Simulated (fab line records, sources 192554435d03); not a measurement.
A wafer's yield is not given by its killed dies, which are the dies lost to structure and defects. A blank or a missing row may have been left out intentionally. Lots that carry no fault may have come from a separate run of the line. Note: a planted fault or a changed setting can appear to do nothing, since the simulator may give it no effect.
The tool behind it: which one? | flow n5 finfet | 23 lots, 69 wafers sampled, at 3 steps of a route of 1938

WHAT EACH GAUGE READ, for each wafer
N5_BEOL_M7_OVL_MEAS_29. Usual: for V6_OVL the level is -0.9 nm and the standard deviation is 0.6.
lot  | measured     | on         | V6_OVL (nm)    | flag
L074 | day 9 01:22  | overlay-01 | -0.9 -0.7 -0.4 |
L075 | day 9 08:05  | overlay-02 | 0.6 -0.8 -0.9  |
L076 | day 9 17:23  | overlay-02 | -0.6 -0.8 -1.5 |
L079 | day 10 06:37 | overlay-01 | -1.4 -1.2 -1.7 |
L077 | day 10 09:45 | overlay-02 | -1.3 -0.7 -0.7 |
L078 | day 10 10:44 | overlay-02 | -0.9 -0.8 -1.1 |
L080 | day 10 17:02 | overlay-01 | 0.5 0.7 -1.2   |
L081 | day 11 04:38 | overlay-02 | -2.1 -1.7 -1.6 |
L083 | day 11 18:07 | overlay-01 | 0.2 0.3 -0.3   |
L084 | day 12 04:32 | overlay-01 | -1.8 -1.7 -1.5 |
L086 | day 12 06:42 | overlay-02 | -1.4 -1.0 -0.5 |
L085 | day 12 14:14 | overlay-02 | -0.7 -1.2 -1.6 |
L087 | day 12 14:04 | overlay-01 | -1.1 -1.4 -1.0 |
L088 | day 12 14:23 | overlay-01 | -0.4 -1.3 -1.2 |
L090 | day 13 10:02 | overlay-01 | -1.2 -1.1 -1.3 |
L089 | day 13 10:29 | overlay-02 | -1.1 -0.5 -1.3 |
L091 | day 13 14:30 | overlay-01 | -0.8 -0.6 -1.0 |
L092 | day 13 17:44 | overlay-01 | -1.0 -2.0 -2.4 |
L093 | day 14 00:50 | overlay-01 | -1.2 -0.9 -1.4 |
L094 | day 14 02:54 | overlay-01 | -0.9 -0.2 0.1  |
L095 | day 14 18:13 | overlay-02 | -1.6 -0.8 -0.8 |
L096 | day 14 18:32 | overlay-01 | -0.6 -0.4 -0.4 |
L097 | day 15 03:50 | overlay-01 | -1.3 -1.0 -0.8 |

N5_BEOL_M7_INSPECT_30: inspects for defects (brightfield). Usual: raw defect count reads 384 (standard deviation 88).
lot  | measured     | on                | raw defect count | flag
L074 | day 9 01:25  | defect inspect-02 | 422 411 464      |
L075 | day 9 08:08  | defect inspect-02 | 376 323 308      |
L076 | day 9 17:26  | defect inspect-01 | 285 316 419      |
L079 | day 10 06:40 | defect inspect-01 | 271 444 275      |
L077 | day 10 09:49 | defect inspect-02 | 389 373 372      |
L078 | day 10 10:48 | defect inspect-01 | 333 328 331      |
L080 | day 10 17:05 | defect inspect-02 | 507 371 376      |
L081 | day 11 04:42 | defect inspect-02 | 392 407 276      |
L083 | day 11 18:09 | defect inspect-01 | 544 523 485      |
L084 | day 12 04:35 | defect inspect-01 | 525 567 516      |
L086 | day 12 06:46 | defect inspect-01 | 452 346 264      |
L085 | day 12 14:17 | defect inspect-02 | 351 357 272      |
L087 | day 12 14:07 | defect inspect-01 | 360 393 394      |
L088 | day 12 14:27 | defect inspect-01 | 455 430 432      |
L090 | day 13 10:05 | defect inspect-01 | 484 365 465      |
L089 | day 13 10:32 | defect inspect-02 | 208 230 300      |
L091 | day 13 14:33 | defect inspect-01 | 406 411 389      |
L092 | day 13 17:47 | defect inspect-02 | 379 364 350      |
L093 | day 14 00:53 | defect inspect-02 | 371 440 575      |
L094 | day 14 02:58 | defect inspect-01 | 396 375 445      |
L095 | day 14 18:16 | defect inspect-01 | 296 277 391      |
L096 | day 14 18:35 | defect inspect-02 | 262 398 417      |
L097 | day 15 04:05 | defect inspect-02 | 361 367 508      |

TOOL THAT RAN EACH LOT (tool first, then ch and the chambers of the sampled wafers, then the start)
lot  | N5_BEOL_M7_DESCUM_16
L074 | rie diel-04 ch 1,2,3, day 9 00:24
L075 | rie diel-01 ch 0,3, day 9 06:53
L076 | rie diel-03 ch 0,2,3, day 9 16:15
L079 | rie diel-04 ch 2,3, day 10 05:30
L077 | rie diel-04 ch 2,3, day 10 08:47
L078 | rie diel-04 ch 0,1,2, day 10 09:21
L080 | rie diel-04 ch 0,2, day 10 14:32
L081 | rie diel-03 ch 0,1, day 11 03:39
L083 | rie diel-04 ch 0,1,3, day 11 17:04
L084 | rie diel-01 ch 0,1, day 12 01:23
L086 | rie diel-01 ch 0,2,3, day 12 05:55
L085 | rie diel-04 ch 0,2, day 12 10:44
L087 | rie diel-01 ch 1,3, day 12 11:17
L088 | rie diel-04 ch 0,2, day 12 11:17
L090 | rie diel-03 ch 1,3, day 13 04:57
L089 | rie diel-01 ch 0,1,3, day 13 09:17
L091 | rie diel-03 ch 1,2, day 13 13:04
L092 | rie diel-04 ch 0,2, day 13 16:03
L093 | rie diel-04 ch 0,1,2, day 13 22:19
L094 | rie diel-03 ch 2,3, day 13 23:13
L095 | rie diel-04 ch 0,1,3, day 14 17:25
L096 | rie diel-04 ch 0,1, day 14 17:43
L097 | rie diel-01 ch 1,2,3, day 15 02:50
- N5_BEOL_M7_DESCUM_16: chemistry O2, time 7.9 s.

WHAT THE TOOLS THEMSELVES READ (means of the sampled wafers that have a number; where no wafer has one, the mark that the record gives instead)
N5_BEOL_M7_DESCUM_16. Usual: drypump motor current A 5.9 A, standard deviation 0.55; oes product au 0.81 a.u., standard deviation 0.097; rf fwd power W 49.40 W, standard deviation 0.22; rf vpp V 243.6 V, standard deviation 1.5; showerhead plenum p Torr 2.11 Torr, standard deviation 0.08; throttle valve pct 20.37 %, standard deviation 0.17.
lot  | tool        | drypump motor current A (A) | oes product au (a.u.) | rf fwd power W (W) | rf vpp V (V) | showerhead plenum p Torr (Torr) | throttle valve pct (%) | flag
L074 | rie diel-04 | 6.1                         | 0.78                  | 49.32              | 243.5        | 2.06                            | 20.37                  |
L075 | rie diel-01 | 6.1                         | 0.81                  | 49.49              | 244.4        | 2.08                            | 20.20                  |
L076 | rie diel-03 | 5.7                         | 0.79                  | 49.22              | 242.5        | 2.10                            | 20.31                  |
L079 | rie diel-04 | 6.3                         | 0.69                  | 49.24              | 242.5        | 2.04                            | 20.48                  |
L077 | rie diel-04 | 6.3                         | 0.69                  | 49.27              | 241.8        | 2.03                            | 20.48                  |
L078 | rie diel-04 | 5.6                         | 0.79                  | 49.50              | 244.1        | 2.12                            | 20.49                  |
L080 | rie diel-04 | 5.6                         | 0.74                  | 49.70              | 244.5        | 2.13                            | 20.57                  |
L081 | rie diel-03 | 5.8                         | 0.72                  | 49.37              | 242.9        | 2.13                            | 20.50                  |
L083 | rie diel-04 | 5.9                         | 0.77                  | 49.28              | 243.3        | 2.08                            | 20.39                  |
L084 | rie diel-01 | 5.1                         | 0.90                  | 49.29              | 245.0        | 2.16                            | 20.31                  |
L086 | rie diel-01 | 6.2                         | 0.85                  | 49.60              | 243.3        | 2.09                            | 20.31                  |
L085 | rie diel-04 | 5.9                         | 0.91                  | 49.56              | 242.8        | 2.09                            | 20.38                  |
L087 | rie diel-01 | 5.7                         | 0.80                  | 49.48              | 243.0        | 2.04                            | 20.28                  |
L088 | rie diel-04 | 5.6                         | 0.82                  | 49.65              | 243.6        | 2.13                            | 20.48                  |
L090 | rie diel-03 | 6.3                         | 0.80                  | 49.30              | 244.4        | 2.21                            | 20.32                  |
L089 | rie diel-01 | 5.6                         | 0.83                  | 49.32              | 242.9        | 2.11                            | 20.27                  |
L091 | rie diel-03 | 5.9                         | 0.70                  | 49.52              | 244.2        | 2.14                            | 20.61                  |
L092 | rie diel-04 | 5.6                         | 0.81                  | 49.51              | 243.6        | 2.13                            | 20.50                  |
L093 | rie diel-04 | 5.7                         | 0.85                  | 49.35              | 243.1        | 2.11                            | 20.40                  |
L094 | rie diel-03 | 5.8                         | 0.75                  | 49.42              | 244.4        | 2.11                            | 20.44                  |
L095 | rie diel-04 | 5.8                         | 0.86                  | 49.37              | 244.3        | 2.17                            | 20.31                  |
L096 | rie diel-04 | 5.4                         | 0.77                  | 49.60              | 244.4        | 2.14                            | 20.53                  |
L097 | rie diel-01 | 5.8                         | 0.82                  | 49.54              | 242.4        | 2.06                            | 20.40                  |

THE ANSWER, worked out from the rows above alone
Rule: a lot is off if the mean of its wafers that have a number lies more than 3 standard deviations from the usual mean. A lot without any number at a reading at which 4 lots or more have one is off too. The other lots that the step has rows for count as sound. After the gauges, taken in route order, come the tools' own readings; for these a lot's mean is taken, as printed above. At the first step where some lot is off, the reading lying furthest off is the one used; lots without a number count as furthest.
No lot is off at any reading shown: from this, nothing can be told.

WHAT HAD BEEN PUT IN BY THE SIMULATOR
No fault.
